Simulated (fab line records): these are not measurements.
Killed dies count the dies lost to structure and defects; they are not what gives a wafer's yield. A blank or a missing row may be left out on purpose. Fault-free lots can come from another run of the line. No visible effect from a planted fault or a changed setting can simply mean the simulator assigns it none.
A lot that was struck, set against a sound lot | flow n5 finfet | 17 steps out of a route of 1938
Sound: the wafers L871.2, L871.5, L871.6. Wafers struck: L887.1, L887.5, L887.6. At the end, the cause is stated.
At each step with rows: each side's tool, then ch and its chambers, then its first start. Under that, the readings that differ: sound wafers | struck wafers | difference of the means | sigmas: that difference in standard deviations of wafers without a fault.
alike: a reading whose means differ by less than 2 such deviations, as well as words and numbers matching on both sides. not compared: withheld readings; readings where some wafer has no value; bounds like >300 that might hide an equal value; numbers whose values overlap and for which the record gives no deviation.
A row with sigmas, a row that says differs or no value, or rows on one side alone: a step with any of these is where the two part. Non-overlapping numbers with no deviation appear without sigmas and do not part them. Lack of a reading on every wafer of one side parts them only where that side has two or more wafers.

N5_SDB_OVL_MEAS_12:
  sound on overlay-01 ch 0, day 5 07:02; struck on overlay-01 ch 0, day 9 07:59
  alike: SDB_OVL
N5_SDB_INSPECT_13: inspects for defects (brightfield).
  sound on defect inspect-01 at day 5 07:04; struck on defect inspect-01 at day 9 08:00
  alike: raw defect count
then, 2 steps without rows for these wafers: N5_SDB_DESCUM_16 (chemistry O2, time 7.9 s); N5_SDB_ETCH_17 (etches SiARC in CF4, target depth 23.4 nm, time 39 s).
N5_SDB_ETCH_18: etches SOC in N2/H2, target depth 100 nm, overetch 20 nm, time 150 s.
  sound on rie diel-03 ch 0,3, day 5 07:20; struck on rie diel-01 ch 2,3, day 9 08:06
  alike: bias w, drypump motor current A, oes product au, rf vpp V, showerhead plenum p Torr, throttle valve pct
  not compared: rf hours counter h
then, 1 step without rows for these wafers: N5_SDB_STRIP_19 (strips in N2/H2).
N5_SDB_STRIP_21: strips in CF4.
  sound on rie diel-03 ch 0,3, day 5 07:29; struck on rie diel-01 ch 2,3, day 9 08:14
  alike: cf4 flow sccm, drypump motor current A, oes product au, rf vpp V, showerhead plenum p Torr, throttle valve pct
  not compared: rf hours counter h
N5_SDB_HM_OPEN_20: chemistry CH3F/O2, target SiNx, stops on poly-Si, target depth 24 nm.
  sound on rie diel-03 ch 0,3, day 5 07:30; struck on rie diel-01 ch 2,3, day 9 08:16
  alike: O2_flow_sccm, drypump motor current A, oes product au, rf vpp V, showerhead plenum p Torr, throttle valve pct
  not compared: rf hours counter h
N5_SDB_STRIP_22: strips in N2/H2.
  sound on plasma asher-02 ch 0,1, day 5 07:35; struck on plasma asher-01 ch 0,1, day 9 08:20
  reading                     | sound       | struck      | difference | sigmas
  drypump motor current A (A) | 5.2 5.4 5.3 | 6.2 6.1 6.2 | +0.9       | +2
  alike: heater power w, oes product au, strip time to endpoint s
  not compared: rf hours counter h
then, 2 steps without rows for these wafers: N5_SDB_PRECLEAN_23 (cleans in dHF, time 30 s); N5_SDB_DUMMY_REMOVE_24 (chemistry TMAH, target poly-Si, stops on SiO2, target depth 142 nm, time 57 s, rinse time 30 s).
N5_SDB_ETCH_25: etches SiO2 in C4F6/O2, target depth 10 nm, time 3.3 s.
  sound on rie diel-06 ch 0,3, day 5 07:50; struck on rie diel-01 ch 0,3, day 9 08:34
  alike: O2_flow_sccm, bias w, drypump motor current A, oes product au, rf vpp V, showerhead plenum p Torr, throttle valve pct
  not compared: rf hours counter h
N5_SDB_CUT_ETCH_26: etches Si in HBr/Cl2/O2, target depth 129.6 nm, bt time 20 s, time 51.8 s.
  sound on rie si-05 ch 2,3, day 5 07:55; struck on rie si-04 ch 1,2,3, day 9 08:38
  reading                                 | sound             | struck            | difference | sigmas
  model.SDB.feature depth nm (nm)         | 130.8 126.8 131.6 | 119.2 115.8 119.8 | -11.5      |
  model.etch.depth nm (nm)                | 130.8 126.8 131.5 | 119.1 115.8 119.8 | -11.5      |
  model.SiNx_of_SDB_HM_DEP_00.thk nm (nm) | 22 23.2 22.6      | 25.6 26.8 26.8    | +3.8       |
  alike: O2_flow_sccm, drypump motor current A, oes product au, throttle valve pct
  not compared: bias w, rf hours counter h
N5_SDB_PRECLEAN_38: cleans in dHF, time 10 s.
  sound on wet bench-01 ch 2,4,7, day 5 08:02; struck on wet bench-01 ch 0,6,7, day 9 08:46
  reading                                 | sound        | struck         | difference | sigmas
  model.SiNx_of_SDB_HM_DEP_00.thk nm (nm) | 22 23.2 22.6 | 25.6 26.8 26.6 | +3.7       |
  alike: bath heat duty pct
then, 1 step without rows for these wafers: N5_SDB_PRECLEAN_39 (cleans in O3/DIW, time 45 s).
-- the record jumps here: 4 days lie between the struck wafers' starts before and after (it left off in module SDB and takes up again in module BEOL_M4, whose first step shown is number 1111 of the route) --
N5_BEOL_M4_RC_MEAS_101:
  sound on prober-02 ch 0, day 9 11:30; struck on prober-01 ch 0, day 13 10:31
  reading       | sound          | struck         | difference | sigmas
  SS_P (mV/dec) | 73.1 74.2 74.4 | 72.4 71.8 73.4 | -1.4       | -2
  alike: DIBL_N, DIBL_P, IOFF_N, IOFF_P, ION_N, ION_P, SS_N, VT_N, VT_P
N5_PASSIVATION_PROBE_49:
  the record has rows for the sound wafers here (prober-02, day 13 16:35) and none for the struck ones

WHERE THEY PART
Last at N5_PASSIVATION_PROBE_49 as far as this record goes, first at N5_SDB_STRIP_22.

WHY: whatever the simulator had introduced
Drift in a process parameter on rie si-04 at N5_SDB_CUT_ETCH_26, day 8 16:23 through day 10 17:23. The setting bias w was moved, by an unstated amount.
